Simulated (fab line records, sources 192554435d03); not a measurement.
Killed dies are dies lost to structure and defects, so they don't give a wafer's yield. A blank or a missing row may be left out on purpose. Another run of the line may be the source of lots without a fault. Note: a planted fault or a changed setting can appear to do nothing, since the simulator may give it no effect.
The tool behind it: which one?	flow n5 finfet	14 lots, 41 wafers sampled, at 7 steps of a route of 1938

WHAT THE GAUGES SHOWED, per wafer
N5_FIN_SAQP_CD_MEAS_31: target cd 8 nm.
lot	measured	on	cd nm (nm)
L140	day 2 10:22	cd sem-03	8.21 8.20 7.71
L141	day 2 17:04	cd sem-02	8.43 7.82
L143	day 3 04:08	cd sem-02	8.26 7.82 7.90
L144	day 3 08:33	cd sem-03	8.10 8.03 7.92
L146	day 3 20:03	cd sem-01	7.78 8.16 8.18
L147	day 4 01:17	cd sem-01	8.39 7.94 7.97
L152	day 5 09:01	cd sem-03	6.27 8.18 6.66
L154	day 5 21:13	cd sem-03	8.24 8.18 6.40
L157	day 6 14:17	cd sem-02	8.41 7.95 7.94
L158	day 6 22:04	cd sem-02	8.22 8.03 8.24
L159	day 7 01:25	cd sem-01	7.95 8.23 8.30
L160	day 7 08:20	cd sem-02	8.33 8.20 8.14
L161	day 7 13:10	cd sem-03	8.53 8.02 7.88
L162	day 7 19:23	cd sem-03	8.22 8.05 8.28

N5_STI_FIN_REVEAL_CD_MEAS_22: target cd 6.238 nm, pitch 28 nm.
lot	measured	on	cd nm (nm)
L140	day 3 00:01	cd sem-01	6.21 6.51 6.68
L141	day 3 04:02	cd sem-03	6.04 6.66
L143	day 3 15:22	cd sem-03	6.51 5.92 5.83
L144	day 3 19:20	cd sem-03	6.19 6.26 6.10
L146	day 4 07:02	cd sem-01	6.61 6.83 6.94
L147	day 4 12:07	cd sem-03	6.35 6.57 6.44
L152	day 5 19:31	cd sem-03	4.54 6.25 4.08
L154	day 6 08:04	cd sem-02	6.36 6.02 4.52
L157	day 7 01:25	cd sem-03	6.45 6.42 6.55
L158	day 7 08:57	cd sem-02	6.31 5.94 6.43
L159	day 7 11:56	cd sem-03	5.94 6.08 6.39
L160	day 7 20:28	cd sem-03	6.07 6.33 6.40
L161	day 7 23:44	cd sem-01	6.44 6.09 6.00
L162	day 8 06:16	cd sem-02	5.85 6.31 6.12

N5_BEOL_M4_RC_MEAS_101.
lot	measured	on	DIBL_N (mV/V)	DIBL_P (mV/V)	IOFF_N (nA/um)	IOFF_N_85C (nA/um)	IOFF_N_LIN (nA/um)	IOFF_P (nA/um)	IOFF_P_85C (nA/um)	IOFF_P_LIN (nA/um)	ION_N (uA/um)	ION_P (uA/um)	SS_N (mV/dec)	SS_P (mV/dec)	VT_N (mV)	VT_N_LVT (mV)	VT_P (mV)	VT_P_LVT (mV)
L140	day 9 15:42	prober-02	33.4 30.8 33.7	33.8 32.2 34.7	0.13 0.10 0.14	2.6 2.1 2.9	0.063 0.052 0.068	0.17 0.16 0.19	3.0 2.9 3.3	0.090 0.086 0.098	678 659 679	460 462 465	70.8 70.2 70.8	72.1 72.1 72.4	252 257 249	100 103 98	-251 -254 -253	-100.6 -100.1 -99.0
L141	day 9 10:32	prober-01	38.5 39.2	37.1 37.9	0.18 0.21	3.5 3.9	0.083 0.090	0.22 0.24	3.8 4.2	0.102 0.110	671 679	458 458	72.7 71.8	73.8 73.9	247 248	97 94	-250 -246	-98.6 -96.7
L143	day 10 16:19	prober-02	34.8 34.9 33.5	35.5 35.1 34.3	0.14 0.14 0.12	2.7 2.8 2.5	0.067 0.069 0.061	0.20 0.20 0.18	3.6 3.5 3.3	0.101 0.102 0.094	672 666 661	463 462 457	70.9 70.7 70.3	73.6 72.9 72.7	252 251 254	100 99 101	-252 -248 -251	-97.5 -98.2 -99.4
L144	day 10 20:53	prober-02	37.0 36.6 34.1	39.5 38.0 35.2	0.18 0.17 0.13	3.4 3.3 2.6	0.080 0.078 0.062	0.26 0.23 0.19	4.4 3.9 3.3	0.114 0.106 0.092	667 674 660	465 460 463	72.0 71.6 71.6	74.1 74.1 72.9	252 248 254	99 98 102	-250 -251 -254	-97.3 -98.2 -101.8
L146	day 10 19:42	prober-02	34.2 36.7 36.2	33.5 37.9 36.5	0.13 0.18 0.16	2.7 3.5 3.2	0.065 0.087 0.078	0.18 0.24 0.22	3.3 4.1 3.8	0.094 0.114 0.107	675 684 683	465 471 460	70.3 71.8 70.8	72.5 73.6 73.1	252 246 249	102 96 98	-250 -246 -250	-100.2 -96.6 -98.1
L147	day 11 00:42	prober-01	38.1 38.7 37.8	37.4 40.3 39.1	0.20 0.22 0.19	3.7 4.1 3.6	0.078 0.095 0.085	0.21 0.26 0.23	3.6 4.3 4.0	0.097 0.115 0.106	667 690 677	455 466 459	72.1 71.9 71.7	73.1 74.4 73.5	250 244 248	97 92 95	-252 -246 -252	-99.5 -96.0 -98.4
L152	day 12 06:52	prober-01	25.8 35.4 26.5	22.1 34.3 22.6	0.04 0.15 0.04	0.9 3.0 1.0	0.021 0.072 0.023	0.07 0.19 0.07	1.4 3.3 1.5	0.043 0.091 0.045	587 675 600	422 463 425	69.6 71.1 69.6	69.8 72.8 69.8	276 248 274	121 96 120	-264 -253 -266	-113.0 -98.3 -111.3
L154	day 13 11:36	prober-02	35.1 35.3 24.5	36.3 35.5 21.6	0.15 0.15 0.03	3.0 2.9 0.8	0.070 0.069 0.020	0.22 0.19 0.07	3.8 3.4 1.4	0.103 0.093 0.043	664 677 592	461 457 421	71.1 70.9 69.3	73.1 73.1 69.2	248 251 277	99 100 126	-250 -252 -264	-97.6 -100.6 -114.6
L157	day 13 16:46	prober-01	40.9 38.3 38.9	41.1 37.2 38.2	0.26 0.18 0.20	4.7 3.5 3.8	0.113 0.083 0.091	0.30 0.23 0.24	4.8 3.8 4.0	0.128 0.105 0.110	700 689 691	476 466 462	72.6 71.8 71.8	75.2 73.6 74.7	243 249 249	92 96 93	-247 -251 -249	-94.6 -97.8 -96.7
L158	day 14 10:02	prober-02	35.0 33.6 33.6	35.2 33.7 34.3	0.14 0.11 0.12	2.7 2.3 2.4	0.064 0.055 0.057	0.18 0.16 0.16	3.3 3.0 3.0	0.091 0.084 0.085	658 645 649	455 447 451	70.9 70.1 70.0	72.9 71.8 71.6	252 254 255	99 101 100	-250 -254 -253	-99.2 -99.2 -99.8
L159	day 14 04:13	prober-01	36.3 36.5 39.1	35.8 36.5 39.1	0.16 0.16 0.21	3.1 3.1 3.9	0.073 0.074 0.090	0.18 0.19 0.23	3.3 3.3 3.9	0.090 0.091 0.101	681 684 696	460 460 462	71.5 71.9 71.9	72.7 73.1 73.3	248 253 245	95 94 93	-254 -252 -251	-99.4 -98.2 -96.1
L160	day 14 21:56	prober-02	36.0 39.7 38.7	34.2 38.0 37.5	0.14 0.20 0.18	2.7 3.7 3.4	0.067 0.088 0.081	0.21 0.28 0.26	3.7 4.7 4.4	0.108 0.130 0.122	677 687 677	467 476 471	71.6 71.6 71.9	73.0 73.2 73.5	251 247 247	101 98 99	-244 -243 -245	-98.4 -95.4 -96.9
L161	day 15 02:20	prober-02	37.0 37.4 35.2	38.6 39.4 37.4	0.19 0.20 0.17	3.6 3.9 3.3	0.087 0.091 0.080	0.23 0.23 0.21	3.7 3.8 3.5	0.100 0.103 0.096	689 696 681	460 470 468	71.7 72.3 71.6	74.1 73.4 73.8	247 247 250	96 94 96	-250 -251 -251	-98.8 -99.8 -100.4
L162	day 15 05:06	prober-01	36.0 37.5 36.2	35.5 37.4 36.2	0.14 0.18 0.16	2.8 3.3 2.9	0.069 0.081 0.074	0.20 0.24 0.21	3.5 4.1 3.7	0.098 0.111 0.103	676 682 678	466 473 466	70.8 71.7 71.3	73.0 73.2 73.0	251 249 250	101 97 97	-249 -247 -248	-99.4 -97.3 -99.1

EACH LOT AND THE TOOL THAT RAN IT (in order: tool; ch and the chambers of the sampled wafers; start)
lot	N5_FIN_SAQP_SPACER1_ETCHBACK_25	N5_FIN_SAQP_ETCH_57	N5_FIN_SAQP_ETCH_69	N5_FIN_SAQP_SPACER2_ALD_28
L140	rie diel-03 ch 1,2,3, day 2 08:06	rie diel-04 ch 1,2, day 2 08:20	rie diel-04 ch 0,2,3, day 2 09:02	ald sin-01 ch 0,2,3, day 2 09:50
L141	rie diel-03 ch 0,3, day 2 14:51	rie diel-04 ch 1,2, day 2 15:08	rie diel-03 ch 2,3, day 2 15:50	ald sin-03 ch 0,2, day 2 16:24
L143	rie diel-03 ch 0,1,2, day 3 02:18	rie diel-06 ch 0,2,3, day 3 02:33	rie diel-04 ch 0,3, day 3 03:13	ald sin-04 ch 1,3, day 3 03:31
L144	rie diel-06 ch 0,3, day 3 06:48	rie diel-04 ch 0,3, day 3 07:03	rie diel-06 ch 0,2, day 3 07:43	ald sin-04 ch 0,2, day 3 08:02
L146	rie diel-04 ch 1,3, day 3 18:15	rie diel-03 ch 1,3, day 3 18:29	rie diel-03 ch 0,3, day 3 19:11	ald sin-03 ch 0,1,2, day 3 19:29
L147	rie diel-03 ch 1,3, day 3 23:13	rie diel-04 ch 0,1,2, day 3 23:28	rie diel-03 ch 2,3, day 4 00:28	ald sin-01 ch 0,1,3, day 4 00:46
L152	rie diel-04 ch 2,3, day 5 07:14	rie diel-04 ch 1,3, day 5 07:29	rie diel-03 ch 1,3, day 5 08:11	ald sin-01 ch 2,3, day 5 08:29
L154	rie diel-06 ch 1,2, day 5 19:28	rie diel-06 ch 1,3, day 5 19:43	rie diel-06 ch 1,2,3, day 5 20:23	ald sin-01 ch 2,3, day 5 20:41
L157	rie diel-06 ch 0,1,2, day 6 12:17	rie diel-06 ch 0,1,3, day 6 12:31	rie diel-03 ch 0,2,3, day 6 13:11	ald sin-04 ch 2,3, day 6 13:46
L158	rie diel-06 ch 0,2, day 6 18:40	rie diel-03 ch 0,2,3, day 6 19:00	rie diel-06 ch 2,3, day 6 19:54	ald sin-04 ch 0,2,3, day 6 21:33
L159	rie diel-04 ch 0,1,3, day 6 23:32	rie diel-06 ch 0,2,3, day 6 23:47	rie diel-04 ch 1,3, day 7 00:28	ald sin-03 ch 1,2,3, day 7 00:52
L160	rie diel-06 ch 0,1,3, day 7 06:04	rie diel-03 ch 0,2, day 7 06:19	rie diel-03 ch 0,2,3, day 7 07:13	ald sin-03 ch 1,2, day 7 07:48
L161	rie diel-06 ch 0,3, day 7 11:25	rie diel-03 ch 0,2, day 7 11:40	rie diel-06 ch 0,2, day 7 12:20	ald sin-03 ch 0,2,3, day 7 12:38
L162	rie diel-06 ch 0,1,2, day 7 17:38	rie diel-04 ch 0,2,3, day 7 17:53	rie diel-03 ch 1,2,3, day 7 18:34	ald sin-04 ch 1,2,3, day 7 18:52
- N5_FIN_SAQP_SPACER1_ETCHBACK_25: etches SiO2 in CHF3/O2, target depth 24.4 nm, time 12.2 s.
- N5_FIN_SAQP_ETCH_57: etches SiNx in CH3F/O2, target depth 32.5 nm, time 46.4 s.
- N5_FIN_SAQP_ETCH_69: etches SOC in N2/H2, stops on SiNx, target depth 150 nm.
- N5_FIN_SAQP_SPACER2_ALD_28: deposits SiO2, target thk 8.1 nm, pulse time 1 s, purge time 2 s.

WHAT THE TOOLS THEMSELVES READ (means of the sampled wafers that have a number; where no wafer has one, the mark that the record gives instead)
N5_FIN_SAQP_SPACER1_ETCHBACK_25.
lot	tool	drypump motor current A (A)	oes product au (a.u.)	rf vpp V (V)	showerhead plenum p Torr (Torr)	throttle valve pct (%)
L140	rie diel-03	5.9	0.89	530	2.39	18.70
L141	rie diel-03	5.5	0.86	522	2.45	18.79
L143	rie diel-03	5.7	0.87	533	2.45	18.79
L144	rie diel-06	5.1	0.68	525	2.35	19.36
L146	rie diel-04	5.7	0.76	517	2.35	18.61
L147	rie diel-03	5.9	0.85	523	2.39	18.64
L152	rie diel-04	6.5	0.69	520	2.41	19.17
L154	rie diel-06	5.6	0.79	527	2.50	18.95
L157	rie diel-06	5.5	0.88	526	2.50	18.83
L158	rie diel-06	5.3	0.79	525	2.46	18.93
L159	rie diel-04	5.5	0.77	514	2.36	18.79
L160	rie diel-06	5.4	0.95	530	2.53	18.85
L161	rie diel-06	5.2	0.96	528	2.49	18.82
L162	rie diel-06	5.5	0.86	525	2.49	18.85

N5_FIN_SAQP_ETCH_57.
lot	tool	drypump motor current A (A)	etch rf on time s (s)	oes product au (a.u.)	rf vpp V (V)	showerhead plenum p Torr (Torr)	throttle valve pct (%)
L140	rie diel-04	6.5	47.8	0.63	295	1.97	16.48
L141	rie diel-04	6.2	46.7	0.64	296	1.96	16.36
L143	rie diel-06	5.2	47.2	0.60	299	2.00	16.66
L144	rie diel-04	5.3	46.3	0.69	291	1.98	16.32
L146	rie diel-03	5.9	45.9	0.74	297	1.98	16.10
L147	rie diel-04	5.8	48.0	0.66	294	1.96	16.36
L152	rie diel-04	5.8	46.2	0.63	293	1.98	16.18
L154	rie diel-06	5.6	45.2	0.84	302	2.14	16.25
L157	rie diel-06	5.4	46.1	0.82	301	2.11	16.23
L158	rie diel-03	5.5	45.8	0.71	299	2.00	16.26
L159	rie diel-06	5.2	46.0	0.75	299	2.08	16.38
L160	rie diel-03	5.3	46.6	0.70	301	2.05	16.34
L161	rie diel-03	5.3	46.4	0.70	300	2.04	16.35
L162	rie diel-04	5.9	47.0	0.63	293	1.98	16.51

N5_FIN_SAQP_ETCH_69.
lot	tool	drypump motor current A (A)	oes product au (a.u.)	rf vpp V (V)	showerhead plenum p Torr (Torr)	throttle valve pct (%)
L140	rie diel-04	5.8	0.77	240.1	2.51	17.81
L141	rie diel-03	5.7	0.88	239.7	2.48	17.70
L143	rie diel-04	5.5	0.77	239.8	2.52	17.59
L144	rie diel-06	5.4	0.71	241.7	2.60	17.93
L146	rie diel-03	5.5	0.84	242.1	2.53	17.63
L147	rie diel-03	5.7	0.85	240.1	2.47	17.69
L152	rie diel-03	6.1	0.82	241.1	2.53	17.43
L154	rie diel-06	5.4	0.88	242.1	2.67	17.72
L157	rie diel-03	5.5	0.83	241.0	2.53	17.72
L158	rie diel-06	5.1	0.87	242.2	2.66	17.77
L159	rie diel-04	5.8	0.72	240.4	2.50	17.52
L160	rie diel-03	5.5	0.81	240.7	2.53	17.75
L161	rie diel-06	5.3	0.78	242.0	2.59	17.81
L162	rie diel-03	5.8	0.81	241.3	2.49	17.62

N5_FIN_SAQP_SPACER2_ALD_28.
lot	tool	chamber pressure Torr (Torr)	heater power outer w (W)	heater power w (W)	precursor pulse height rel
L140	ald sin-01	1.998	258	447	1.019
L141	ald sin-03	2.001	284	501	0.994
L143	ald sin-04	2.004	269	462	0.993
L144	ald sin-04	2.001	291	523	1.002
L146	ald sin-03	1.998	273	483	0.989
L147	ald sin-01	2.001	280	475	1.009
L152	ald sin-01	1.998	231	418	0.998
L154	ald sin-01	2.002	235	419	1.007
L157	ald sin-04	2.001	292	512	0.999
L158	ald sin-04	2.002	271	490	0.992
L159	ald sin-03	1.998	252	450	0.998
L160	ald sin-03	2.003	294	501	0.992
L161	ald sin-03	2.000	257	451	1.027
L162	ald sin-04	2.002	282	492	1.004

THE ANSWER, worked out from the rows above alone
Rule: usual is defined by the lots themselves. Put in order of their means at a reading, lots are off if they are a third of the lots or fewer, leave a main group of 4 or more, and stand apart from it by a gap of 3 or more times the standard deviation of the main group's means; of several such gaps the widest counts. The tables above print the reading to a certain number of digits; a main group whose means all agree to those digits is not used. A lot without any number at a reading at which 4 lots or more have one is off too. All remaining lots with rows at the step are treated as sound. Order of review: gauges by route order, followed by the tools' own readings, for which a lot's mean as printed above is used. At the first step where some lot is off, the reading lying furthest off is the one used; lots without a number count as furthest.
Off at N5_FIN_SAQP_CD_MEAS_31 (cd nm): L152, L154. Mean 8.11 nm and standard deviation 0.069 in the main group.
If a tool, at a process step before that reading, ran all the lots that are off and no sound lot after the first of them, it fits. Not tried: the gauges at N5_FIN_SAQP_CD_MEAS_31; whatever is off there is also off at N5_BEOL_M4_RC_MEAS_101, on other tools, and gauge error can't account for it. One candidate fits, namely ald sin-01 at N5_FIN_SAQP_SPACER2_ALD_28. A fault onset in the window from L147 (day 4 00:46, its last sound lot) to L152 (day 5 08:29, its first lot off) fits.

WHAT THE SIMULATOR PUT IN
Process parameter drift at N5_FIN_SAQP_SPACER2_ALD_28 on ald sin-01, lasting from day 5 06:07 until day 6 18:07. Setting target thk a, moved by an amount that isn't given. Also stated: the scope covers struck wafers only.
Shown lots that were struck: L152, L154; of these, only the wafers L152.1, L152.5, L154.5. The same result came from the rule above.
